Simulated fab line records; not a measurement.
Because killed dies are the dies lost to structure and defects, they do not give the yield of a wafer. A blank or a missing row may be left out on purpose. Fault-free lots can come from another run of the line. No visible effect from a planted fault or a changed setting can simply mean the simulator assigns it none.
fab line records	flow n5_finfet	part 2 of 2: steps 4 to 6 of 6
record: lots: 20	wafers: 60	last_day: 17
route steps=1938 shown STI_FIN_REVEAL@191 DUMMY_GATE@237 SPACER0@261
lots that met no fault: from a run of the same line without faults
start_h: hours from the record's opening day to when the first of the lot's shown wafers began	wait_h: hours elapsed since this lot's preceding step	" identical to the entry in the row above	L1.1+2: a single row standing in for several wafers	- no value, or no start was given	* or withheld: withheld	< > ~ a bound
route shown NAME@n: a module of which the file shows steps, and the number in the route of the first	usual: the fault-free wafers' mean and standard deviation	same: alike in all rows	chamber/n: place in a boat	sites: each site's reading	_std_site: the standard deviation of these	_edge_site: the outer-site mean with the inner-site mean subtracted	radius_mm: how far each site lies from the wafer's centre	mask NAME#n: copy n	behind: the tool/chamber that last shaped the wafer	hold: why the lot went on hold/how many hours it stayed there/how the hold came to an end	device: which transistor (n, p or np) failed to switch	end of line: the same wafers' tests at the end of the route	where a step has no rows: the recipe by itself	killed: dies lost to structure and defects at the first sort, not the wafer's yield	map: the dies of a wafer, with x for killed, . for not killed, _ for no die there
set.NAME: the run value of the setting; set.NAME@STEP: its run value at that earlier step	model.NAME: the simulator's own value behind a step, which no gauge read
one table for each step of the route and one row for each wafer, over a sample of lots
services: a tool's chamber out of use, with start hour (start_h, from the record's first day; less than 0 if before it), hours out, and reason
== steps ==
step: N5_DUMMY_GATE_ETCH_31
recipe: chemistry: C4F6/O2	target: SiO2	mask_material: SOC	target_depth_a: 825	time_s: 27.5	ion_energy_ev: 250	pressure_mtorr: 30	source_w: 345	bias_w: 185	Ar_flow_sccm: 300	C4F6_flow_sccm: 10	O2_flow_sccm: 10
usual: drypump_motor_current_A: 5.6/0.49	oes_product_au: 0.83/0.085	rf_vpp_V: 668/5.2	showerhead_plenum_p_Torr: 2.89/0.088	throttle_valve_pct: 21.11/0.23
lot.wafer	tool	chamber	start_h	wait_h	drypump_motor_current_A	oes_product_au	rf_hours_counter_h	rf_vpp_V	showerhead_plenum_p_Torr	throttle_valve_pct
L074.2	rie_diel-03	3	52.19	0.1	5.7	0.70	243	670	2.92	21.36
L074.3	"	0	"	"	5.6	0.69	238	673	2.81	20.95
L074.4	"	3	"	"	5.8	0.70	-	669	2.92	21.35
L076.3	rie_diel-01	2	60.17	0.0	4.9	0.90	43	667	2.77	20.79
L076.5	"	0	"	"	5.8	0.90	-	668	3.03	21.25
L076.6	"	1	"	"	5.7	0.83	-	671	2.87	21.02
L077.2	rie_diel-01	0	65.32	0.1	5.8	0.93	13	670	3.03	21.26
L077.3	"	2	"	"	4.9	0.89	45	664	2.77	20.79
L077.4	"	1	"	"	5.7	0.83	100	671	2.87	21.04
L078.1	rie_diel-01	0	72.39	0.0	5.8	0.90	15	670	3.03	21.26
L078.4	"	3	"	"	5.5	0.95	8	681	2.92	21.07
L078.5	"	1	"	"	5.7	0.82	-	672	2.87	21.04
L080.3	rie_diel-02	1	83.69	0.1	5.8	0.72	210	667	2.82	21.61
L080.4	"	0	"	"	6.1	0.80	116	665	2.96	20.69
L080.5	"	3	"	"	4.9	0.71	-	670	2.93	21.27
L082.1	rie_diel-02	3	96.17	0.0	4.9	0.71	208	669	2.93	21.27
L082.4	"	1	"	"	5.8	0.70	215	667	2.82	21.61
L082.6	"	3	"	"	4.9	0.70	-	672	2.93	21.27
L084.1	rie_diel-01	3	107.15	0.0	5.5	0.92	18	680	2.91	21.07
L084.2	"	2	"	"	4.9	0.86	57	665	2.77	20.80
L084.6	"	0	"	"	5.8	0.89	-	669	3.03	21.28
L085.3	rie_diel-01	1	112.56	0.0	5.7	0.79	115	670	2.87	21.05
L085.5	"	3	"	"	5.5	0.91	-	680	2.91	21.09
L085.6	"	0	"	"	5.8	0.87	-	669	3.02	21.26
L086.1	rie_diel-02	3	122.91	0.1	4.9	0.70	216	670	2.93	21.30
L086.5	"	2	"	"	5.1	0.83	-	659	2.78	21.19
L086.6	"	3	"	"	4.9	0.70	-	669	2.93	21.30
L087.1	rie_diel-03	0	126.75	0.0	5.7	0.98	2	674	2.80	20.61
L087.2	"	2	"	"	6.4	0.91	22	660	3.02	20.96
L087.3	"	1	"	"	6.6	0.74	183	666	2.94	21.18
L088.2	rie_diel-03	1	135.51	0.1	6.6	0.74	187	666	2.94	21.16
L088.5	"	2	"	"	6.4	0.90	-	660	3.02	20.97
L088.6	"	3	"	"	5.7	0.95	-	668	2.90	21.03
L089.1	rie_diel-01	1	138.19	0.0	5.7	0.80	123	671	2.86	21.08
L089.4	"	1	"	"	5.7	0.80	-	670	2.86	21.10
L089.6	"	0	"	"	5.8	0.87	-	669	3.02	21.29
L090.2	rie_diel-02	3	142.80	0.0	4.9	0.70	223	671	2.92	21.32
L090.3	"	2	"	"	5.0	0.82	75	660	2.77	21.19
L090.6	"	1	"	"	5.8	0.69	-	665	2.82	21.63
L091.1	rie_diel-02	1	149.15	0.0	5.8	0.70	232	666	2.81	21.63
L091.2	"	2	"	"	5.1	0.82	78	659	2.77	21.21
L091.3	"	0	"	"	6.1	0.77	135	666	2.95	20.73
L092.2	rie_diel-01	3	159.98	0.1	5.5	0.89	30	679	2.91	21.07
L092.4	"	0	"	"	5.8	0.86	44	667	3.02	21.28
L092.5	"	2	"	"	4.8	0.84	-	665	2.76	20.82
L093.1	rie_diel-01	3	163.04	0.0	5.5	0.89	31	679	2.91	21.09
L093.5	"	1	"	"	5.7	0.79	-	669	2.86	21.09
L093.6	"	2	"	"	4.9	0.85	-	665	2.76	20.84
L094.1	rie_diel-02	2	169.95	0.0	5.0	0.80	84	660	2.77	21.21
L094.3	"	3	"	"	4.9	0.70	231	671	2.92	21.30
L094.4	"	0	"	"	6.1	0.77	140	667	2.95	20.73
L095.2	rie_diel-02	0	172.52	0.0	6.1	0.76	141	666	2.95	20.74
L095.4	"	2	"	"	5.1	0.81	85	660	2.77	21.21
L095.5	"	2	"	"	5.1	0.82	-	658	2.77	21.22
L096.1	rie_diel-01	0	181.68	0.0	5.8	0.84	49	668	3.01	21.30
L096.3	"	1	"	"	5.7	0.78	136	669	2.86	21.11
L096.6	"	1	"	"	5.7	0.78	-	670	2.86	21.09
L097.3	rie_diel-03	3	183.62	0.0	5.7	0.92	25	667	2.90	21.03
L097.4	"	1	"	"	6.5	0.73	201	667	2.93	21.20
L097.6	"	2	"	"	6.4	0.88	-	661	3.01	21.00
step: N5_DUMMY_GATE_HM_OPEN_21
recipe: chemistry: CH3F/O2	target: SiNx	target_depth_a: 1200	Ar_flow_sccm: 150	CH3F_flow_sccm: 30	O2_flow_sccm: 23	time_s: 171.4	pressure_mtorr: 30	source_w: 395	bias_w: 73	ion_energy_ev: 120.7
usual: drypump_motor_current_A: 5.6/0.48	oes_product_au: 0.82/0.084	rf_vpp_V: 300.7/2.3	showerhead_plenum_p_Torr: 2.05/0.065	throttle_valve_pct: 16.40/0.23
lot.wafer	tool	chamber	start_h	wait_h	drypump_motor_current_A	oes_product_au	rf_hours_counter_h	rf_vpp_V	showerhead_plenum_p_Torr	throttle_valve_pct
L074.2	rie_diel-03	3	52.27	0.0	5.8	0.70	243	301.8	2.07	16.72
L074.3	"	0	"	"	5.6	0.69	238	302.5	2.00	16.34
L074.4	"	3	"	"	5.8	0.70	-	301.6	2.07	16.72
L076.3	rie_diel-01	2	60.26	0.0	4.8	0.88	43	299.8	1.97	16.11
L076.5	"	0	"	"	5.8	0.92	-	300.9	2.16	16.48
L076.6	"	1	"	"	5.7	0.83	-	301.8	2.04	16.30
L077.2	rie_diel-01	0	65.41	0.0	5.8	0.91	13	301.7	2.16	16.48
L077.3	"	2	"	"	4.8	0.88	45	298.9	1.97	16.10
L077.4	"	1	"	"	5.7	0.82	100	301.8	2.04	16.32
L078.1	rie_diel-01	0	72.48	0.0	5.8	0.90	15	300.8	2.16	16.47
L078.4	"	3	"	"	5.5	0.95	8	305.2	2.07	16.29
L078.5	"	1	"	"	5.7	0.82	-	302.1	2.04	16.32
L080.3	rie_diel-02	1	83.77	0.0	5.8	0.71	210	300.4	2.00	16.90
L080.4	"	0	"	"	6.1	0.79	116	298.4	2.11	16.05
L080.5	"	3	"	"	4.9	0.70	-	301.9	2.08	16.62
L082.1	rie_diel-02	3	96.25	0.0	4.9	0.70	208	301.8	2.08	16.63
L082.4	"	1	"	"	5.8	0.70	215	299.1	2.00	16.92
L082.6	"	3	"	"	4.9	0.70	-	301.4	2.08	16.63
L084.1	rie_diel-01	3	107.24	0.0	5.6	0.92	18	305.7	2.07	16.32
L084.2	"	2	"	"	4.9	0.86	57	300.9	1.96	16.12
L084.6	"	0	"	"	5.8	0.88	-	301.4	2.15	16.50
L085.3	rie_diel-01	1	112.65	0.0	5.7	0.80	115	301.4	2.04	16.37
L085.5	"	3	"	"	5.5	0.92	-	304.1	2.07	16.31
L085.6	"	0	"	"	5.8	0.89	-	299.5	2.15	16.50
L086.1	rie_diel-02	3	123.00	0.0	4.9	0.71	216	301.7	2.08	16.64
L086.5	"	2	"	"	5.1	0.83	-	297.6	1.97	16.45
L086.6	"	3	"	"	4.9	0.70	-	301.4	2.08	16.64
L087.1	rie_diel-03	0	126.84	0.0	5.7	1.00	2	303.8	1.99	15.90
L087.2	"	2	"	"	6.4	0.91	22	298.8	2.15	16.23
L087.3	"	1	"	"	6.6	0.73	184	299.8	2.09	16.52
L088.2	rie_diel-03	1	135.60	0.0	6.6	0.74	187	298.9	2.09	16.52
L088.5	"	2	"	"	6.4	0.90	-	297.4	2.15	16.23
L088.6	"	3	"	"	5.8	0.95	-	300.4	2.06	16.26
L089.1	rie_diel-01	1	138.27	0.0	5.7	0.79	123	301.7	2.03	16.36
L089.4	"	1	"	"	5.7	0.80	-	302.3	2.03	16.36
L089.6	"	0	"	"	5.8	0.87	-	300.6	2.15	16.50
L090.2	rie_diel-02	3	142.89	0.0	4.9	0.70	223	301.8	2.08	16.64
L090.3	"	2	"	"	5.1	0.82	75	296.4	1.97	16.46
L090.6	"	1	"	"	5.8	0.70	-	301.2	2.00	16.94
L091.1	rie_diel-02	1	149.24	0.0	5.8	0.69	232	299.5	1.99	16.94
L091.2	"	2	"	"	5.0	0.82	78	297.2	1.96	16.46
L091.3	"	0	"	"	6.1	0.78	135	301.6	2.10	16.08
L092.2	rie_diel-01	3	160.07	0.0	5.5	0.89	30	305.4	2.06	16.34
L092.4	"	0	"	"	5.8	0.85	44	299.3	2.15	16.52
L092.5	"	2	"	"	4.9	0.84	-	299.2	1.96	16.17
L093.1	rie_diel-01	3	163.13	0.0	5.6	0.90	31	304.8	2.06	16.34
L093.5	"	1	"	"	5.7	0.79	-	301.1	2.03	16.38
L093.6	"	2	"	"	4.8	0.83	-	299.4	1.96	16.16
L094.1	rie_diel-02	2	170.04	0.0	5.1	0.81	84	297.0	1.96	16.48
L094.3	"	3	"	"	4.9	0.68	232	300.9	2.07	16.68
L094.4	"	0	"	"	6.1	0.77	141	299.3	2.10	16.08
L095.2	rie_diel-02	0	172.61	0.0	6.1	0.77	141	301.1	2.10	16.08
L095.4	"	2	"	"	5.1	0.80	85	297.1	1.96	16.48
L095.5	"	2	"	"	5.1	0.81	-	297.9	1.96	16.48
L096.1	rie_diel-01	0	181.77	0.0	5.8	0.85	49	300.6	2.14	16.53
L096.3	"	1	"	"	5.7	0.78	136	299.7	2.03	16.38
L096.6	"	1	"	"	5.7	0.78	-	300.4	2.03	16.39
L097.3	rie_diel-03	3	183.70	0.0	5.7	0.92	25	301.8	2.06	16.28
L097.4	"	1	"	"	6.6	0.72	201	299.5	2.08	16.54
L097.6	"	2	"	"	6.4	0.87	-	298.3	2.14	16.27
step: N5_SPACER0_INSPECT_04
recipe: inspect_instrument: darkfield	mode: post_dep
usual: raw_defect_count: 144/37
lot.wafer	tool	chamber	start_h	wait_h	raw_defect_count
L074.2	defect_inspect-01	-	53.53	0.1	144
L074.3	"	-	"	"	158
L074.4	"	-	"	"	133
L076.3	defect_inspect-01	-	61.51	0.1	171
L076.5	"	-	"	"	255
L076.6	"	-	"	"	140
L077.2	defect_inspect-01	-	66.74	0.1	110
L077.3	"	-	"	"	141
L077.4	"	-	"	"	95
L078.1	defect_inspect-01	-	73.73	0.1	87
L078.4	"	-	"	"	121
L078.5	"	-	"	"	102
L080.3	defect_inspect-01	-	85.16	0.1	137
L080.4	"	-	"	"	156
L080.5	"	-	"	"	135
L082.1	defect_inspect-01	-	97.50	0.1	110
L082.4	"	-	"	"	113
L082.6	"	-	"	"	97
L084.1	defect_inspect-02	-	108.50	0.1	252
L084.2	"	-	"	"	131
L084.6	"	-	"	"	179
L085.3	defect_inspect-02	-	114.16	0.1	140
L085.5	"	-	"	"	163
L085.6	"	-	"	"	115
L086.1	defect_inspect-01	-	124.26	0.1	148
L086.5	"	-	"	"	128
L086.6	"	-	"	"	152
L087.1	defect_inspect-01	-	128.09	0.1	132
L087.2	"	-	"	"	182
L087.3	"	-	"	"	128
L088.2	defect_inspect-01	-	136.84	0.1	126
L088.5	"	-	"	"	199
L088.6	"	-	"	"	132
L089.1	defect_inspect-01	-	139.59	0.1	148
L089.4	"	-	"	"	157
L089.6	"	-	"	"	101
L090.2	defect_inspect-01	-	144.57	0.1	122
L090.3	"	-	"	"	134
L090.6	"	-	"	"	140
L091.1	defect_inspect-02	-	150.49	0.1	141
L091.2	"	-	"	"	185
L091.3	"	-	"	"	184
L092.2	defect_inspect-01	-	161.43	0.1	152
L092.4	"	-	"	"	135
L092.5	"	-	"	"	153
L093.1	defect_inspect-02	-	164.59	0.1	148
L093.5	"	-	"	"	107
L093.6	"	-	"	"	202
L094.1	defect_inspect-01	-	171.28	0.1	114
L094.3	"	-	"	"	141
L094.4	"	-	"	"	114
L095.2	defect_inspect-01	-	173.94	0.1	106
L095.4	"	-	"	"	125
L095.5	"	-	"	"	126
L096.1	defect_inspect-02	-	184.07	0.1	105
L096.3	"	-	"	"	155
L096.6	"	-	"	"	102
L097.3	defect_inspect-01	-	185.74	0.1	193
L097.4	"	-	"	"	179
L097.6	"	-	"	"	207
== services ==
tool	chamber	start_h	hours	kind
rie_diel-06	1	14.17	6.7	repair
rie_diel-02	3	16.09	6.7	repair
rie_diel-05	-	19.63	2.8	pm
rie_diel-04	2	19.79	4.9	repair
rie_diel-01	3	23.03	-	clean
rie_diel-01	3	23.03	-	consumable_replace:focus_ring
rie_diel-01	3	23.03	18.7	scheduled_down
rie_diel-01	3	23.03	18.7	vent_cycle
rie_diel-04	1	26.85	1.2	repair
rie_diel-03	2	33.06	-	clean
rie_diel-03	2	33.06	-	consumable_replace:focus_ring
rie_diel-03	2	33.06	-	consumable_replace:showerhead
rie_si-03	-	44.28	0.1	repair
rie_diel-03	2	73.19	12.5	repair
rie_diel-02	3	88.48	5.4	repair
rie_diel-04	1	104.02	9.3	repair
rie_si-03	1	105.05	1.8	repair
rie_diel-05	2	132.80	6.0	repair
rie_si-03	1	135.65	12.0	repair
rie_diel-01	3	135.89	14.2	repair
rie_si-03	2	137.21	5.9	repair
rie_diel-02	0	141.71	3.3	repair
rie_diel-03	3	151.46	4.3	repair
rie_diel-03	2	170.31	8.0	repair
